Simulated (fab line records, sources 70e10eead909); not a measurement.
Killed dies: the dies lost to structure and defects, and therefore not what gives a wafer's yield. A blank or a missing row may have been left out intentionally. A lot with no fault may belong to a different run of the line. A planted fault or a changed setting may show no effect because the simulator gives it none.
A lot that was struck, set against a sound lot ; flow nand harc ; 43 steps out of a route of 1302
Sound: these wafers, L500.2, L500.4, L500.6. Struck: wafer L509.4 (left out: L509.3, L509.6 of the same lot, which were not struck); the cause appears at the end.
For every step that has rows: the tool of each side, followed by ch and its chambers, followed by its first start. Under that, the readings that differ: sound wafers ; struck wafers ; difference of the means ; sigmas: that difference in standard deviations of wafers without a fault.
alike: words and numbers the same on both sides, and readings whose means are apart by under 2 such deviations; not compared: readings that were withheld, readings missing a value for some wafer, numbers with overlapping values and no deviation given by the record, and bounds like >300 which may hide the same value.
Wherever a step has rows on one side only, a row that says differs or no value, or a row with sigmas, the two part there. Non-overlapping numbers with no deviation appear without sigmas and do not part them. A reading missing from all wafers of one side parts the sides only when that side holds two or more wafers.

first, 4 steps without rows for these wafers: NHARC_A_CONTACT_EBR_38; NHARC_A_CONTACT_EXPOSE_39 (exposes mask A CC 3); NHARC_A_CONTACT_PEB_40 (peb time 65 s); NHARC_A_CONTACT_DEVELOP_41 (develop time 35 s).
NHARC_A_CONTACT_CD_MEAS_42 targets a cd of 300 nm.
  sound on cd sem-01 ch 0, day 25 17:03; struck on cd sem-03 ch 0, day 27 14:57
  alike: cd nm
NHARC_A_CONTACT_OVL_MEAS_43:
  sound: overlay-01 at day 25 17:08; struck: overlay-02 at day 27 15:02
  alike: overlay x nm, overlay y nm
NHARC_A_CONTACT_INSPECT_44:
  sound: defect inspect-01 at day 25 17:10; struck: defect inspect-02 at day 27 15:04
  alike: raw defect count
then, 3 steps without rows for these wafers: NHARC_A_CONTACT_DESCUM_47 (chemistry O2, time 3 s); NHARC_A_CONTACT_ETCH_48 (etches the open film in CF4, target depth 39 nm, time 65 s); NHARC_A_CONTACT_ETCH_49 (etches the open film in N2/H2, target depth 260 nm, time 475.3 s).
NHARC_A_CONTACT_ETCH_50: etches the open film in CF4/CHF3, target depth 121 nm, time 60.5 s.
  sound: rie diel-04 ch 0,2; struck: rie diel-01 ch 1
reading;sound;struck;difference;sigmas
oes product au (a.u.);0.965 0.958 0.983;0.922;-0.047;-2
showerhead plenum p Torr (Torr);1.66 1.50 1.66;1.48;-0.13;-2
  alike: chamber pressure mTorr, drypump motor current A, rf vpp V, throttle valve pct
  not compared: rf hours counter h
then, 1 step without rows for these wafers: NHARC_A_CONTACT_ETCH_51 (etches the open film in O2/COS, target depth 7000 nm, time 1820 s).
NHARC_A_CONTACT_ETCH_111: etches the open film in C4F8/O2/Ar, time 140 s, target depth 700 nm.
  sound on har cap etch-01 ch 1, day 25 19:05; struck on har cap etch-02 ch 0, day 27 17:02
  alike: chamber pressure mTorr
  not compared: rf hours counter h
then, 11 steps without rows for these wafers: NHARC_A_CONTACT_ETCH_112 (etches the open film in C4F8/O2/Ar, time 190 s, target depth 1850 nm); NHARC_A_CONTACT_ETCH_113 (etches the open film in C4F8/O2/Ar, time 190 s, target depth 1850 nm); NHARC_A_CONTACT_ETCH_114 (etches the open film in C4F8/O2/Ar, time 190 s, target depth 1850 nm); NHARC_A_CONTACT_ETCH_115 (etches the open film in C4F8/O2/Ar, time 190 s, target depth 1850 nm); NHARC_A_CONTACT_ETCH_116 (etches the open film in C4F8/O2/Ar, time 190 s, target depth 1850 nm); NHARC_A_CONTACT_ETCH_117 (etches the open film in C4F8/O2/Ar, time 190 s, target depth 1850 nm); NHARC_A_CONTACT_ETCH_118 (etches the open film in C4F8/O2/Ar, time 190 s, target depth 1850 nm); NHARC_A_CONTACT_ETCH_119 (etches the open film in C4F8/O2/Ar, time 190 s, target depth 1850 nm); NHARC_A_CONTACT_ETCH_120 (etches the open film in C4F8/O2/Ar, time 190 s, target depth 1850 nm); NHARC_A_CONTACT_ETCH_121 (etches the open film in C4F8/O2/Ar, time 190 s, target depth 1850 nm); NHARC_A_CONTACT_ETCH_122 (etches the open film in C4F8/O2/Ar, time 190 s, target depth 1850 nm).
NHARC_A_CONTACT_ETCH_123: etches the open film in C4F8/O2/Ar, time 490 s, target depth 2110 nm.
  sound on har cap etch-01 ch 1, day 25 21:13; struck on har cap etch-02 ch 0, day 27 19:13
  alike: chamber pressure mTorr
  not compared: rf hours counter h
NHARC_A_CONTACT_ETCH_90: etches the open film in CH3F/O2, target depth 40 nm, time 85.7 s.
  sound on rie diel-01 ch 1,2,3, day 25 22:10; struck on rie diel-04 ch 1, day 27 20:01
reading;sound;struck;difference;sigmas
rf vpp V (V);242.0 242.1 243.8;245.9;+3.3;+2
  alike: chamber pressure mTorr, drypump motor current A, oes product au, showerhead plenum p Torr, throttle valve pct
  not compared: rf hours counter h
NHARC_A_CONTACT_ETCH_96: etches the open film in C4F6/O2, target depth 20 nm, time 10 s.
  sound: rie diel-01 ch 1,2,3; struck: rie diel-04 ch 0
reading;sound;struck;difference;sigmas
showerhead plenum p Torr (Torr);3.71 3.83 3.84;4.12;+0.33;+2
  alike: chamber pressure mTorr, drypump motor current A, oes product au, rf vpp V, throttle valve pct
  not compared: rf hours counter h
NHARC_A_CONTACT_CD_MEAS_53:
  sound: cd sem-02 at day 25 22:21; struck: cd sem-03 at day 27 20:15
  alike: cd nm
then, 4 steps without rows for these wafers: NHARC_A_CONTACT_STRIP_99 (strips in N2/H2); NHARC_A_CONTACT_STRIP_100 (strips in CF4/CHF3); NHARC_A_CONTACT_STRIP_101 (strips in O2/COS); NHARC_A_CONTACT_ETCH_102 (etches the open film in CF4/O2, target depth 100 nm, overetch 10 nm, time 55 s).
NHARC_A_CONTACT_STRIP_55: strips in O2.
  sound: rie diel-01 ch 0,1; struck: rie diel-01 ch 2
reading;sound;struck;difference;sigmas
drypump motor current A (A);6.3 6.7 6.4;4.8;-1.7;-3
oes product au (a.u.);0.993 1.014 1.001;0.985;-0.018;-2
  alike: chamber pressure mTorr, rf vpp V, showerhead plenum p Torr, throttle valve pct
  not compared: rf hours counter h
then, 9 steps without rows for these wafers: NHARC_A_CONTACT_STRIP_56 (strips in post etch residue remover, time 600 s); NHARC_A_CONTACT_DEP_57 (deposits aC, target thk 5300 nm); NHARC_A_CONTACT_DEP_58 (deposits SiON, target thk 90 nm); NHARC_A_CONTACT_DEHYDRATE_59 (time 120 s); NHARC_A_CONTACT_HMDS_60 (time 30 s); NHARC_A_CONTACT_COAT_61 (time 75 s); NHARC_A_CONTACT_COAT_62 (time 65 s); NHARC_A_CONTACT_COAT_63 (resist thk 90 nm); NHARC_A_CONTACT_SOFTBAKE_64 (time 55 s).
-- record jumps: 4 days between struck wafers' starts before vs after; left off in module A_CONTACT, resumes in module END, first step shown is number 1302 of the route --
NHARC_END_SORT_01:
  the record has rows for the struck wafers here (prober-02 ch 0, day 31 10:35) and none for the sound ones

WHERE THEY PART
Last at NHARC_END_SORT_01 as far as this record goes, first at NHARC_A_CONTACT_ETCH_50.

WHY: what had been put in by the simulator
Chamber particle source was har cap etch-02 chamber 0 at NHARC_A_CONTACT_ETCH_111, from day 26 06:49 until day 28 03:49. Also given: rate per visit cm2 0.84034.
